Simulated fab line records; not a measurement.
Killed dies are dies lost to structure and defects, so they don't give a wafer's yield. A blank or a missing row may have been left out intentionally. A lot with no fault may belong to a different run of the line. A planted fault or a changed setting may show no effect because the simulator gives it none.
Which tool did it? + flow n5_finfet + 18 wafers from 6 lots sampled at 3 of the route's 1938 steps

## WHAT THE GAUGES READ, wafer by wafer
N5_HKMG_FIN_CD_MEAS_12: target cd 92.8 nm.
| lot  | measured    | on        | cd_nm (nm)     |
|------|-------------|-----------|----------------|
| L184 | day 4 16:50 | cd_sem-03 | 92.4 93.4 93.0 |
| L186 | day 5 05:13 | cd_sem-01 | 93.9 93.0 92.9 |
| L189 | day 5 21:26 | cd_sem-03 | 92.9 92.4 93.1 |
| L193 | day 6 23:04 | cd_sem-01 | 92.6 94.1 92.6 |
| L196 | day 7 14:38 | cd_sem-02 | 93.4 86.3 92.4 |
| L205 | day 9 22:53 | cd_sem-03 | 93.5 93.2 92.7 |

## TOOL THAT RAN EACH LOT (tool first, then ch and the chambers of the sampled wafers, then the start)
| lot  | N5_HKMG_FIN_ETCH_55               | N5_HKMG_FIN_PEB_10               |
|------|-----------------------------------|----------------------------------|
| L184 | rie_diel-01 ch 0,1,2, day 4 13:38 | litho_track-04 ch 0, day 4 16:46 |
| L186 | rie_diel-03 ch 0,2,3, day 5 02:08 | litho_track-04 ch 0, day 5 05:08 |
| L189 | rie_diel-05 ch 0,1,3, day 5 18:21 | litho_track-05 ch 0, day 5 21:22 |
| L193 | rie_diel-05 ch 0,2,3, day 6 19:52 | litho_track-04 ch 0, day 6 23:00 |
| L196 | rie_diel-03 ch 0,2,3, day 7 11:11 | litho_track-04 ch 0, day 7 14:34 |
| L205 | rie_diel-01 ch 0,1,3, day 9 19:28 | litho_track-05 ch 0, day 9 22:49 |
- N5_HKMG_FIN_ETCH_55: etches SOC in N2/H2, target depth 240 nm, time 300 s.
- N5_HKMG_FIN_PEB_10: peb time 60 s.

## THE ANSWER, worked out from the rows above alone
Rule: usual is defined by the lots themselves. The widest of any qualifying gaps counts: lots, ordered by their means at a reading, are off when they make up no more than a third of the lots, leave a main group of 4 or more, and stand apart from it by 3 or more times the standard deviation of that group's means. Not used: any main group whose means are identical at the precision the tables above print for the reading. A lot without any number at a reading at which 4 lots or more have one is off too. The other lots that the step has rows for count as sound.
Off, at N5_HKMG_FIN_CD_MEAS_12 on cd_nm: L196. The main group: mean 93.0 nm, standard deviation 0.16.
If a tool, at a process step before that reading, ran all the lots that are off and no sound lot after the first of them, it fits. Gauges at N5_HKMG_FIN_CD_MEAS_12: tried the same way as those tools. Can't be told from this: 3 tools fit, rie_diel-03 at N5_HKMG_FIN_ETCH_55, litho_track-04 at N5_HKMG_FIN_PEB_10, cd_sem-02 at N5_HKMG_FIN_CD_MEAS_12.

## WHAT THE SIMULATOR HAD INSERTED
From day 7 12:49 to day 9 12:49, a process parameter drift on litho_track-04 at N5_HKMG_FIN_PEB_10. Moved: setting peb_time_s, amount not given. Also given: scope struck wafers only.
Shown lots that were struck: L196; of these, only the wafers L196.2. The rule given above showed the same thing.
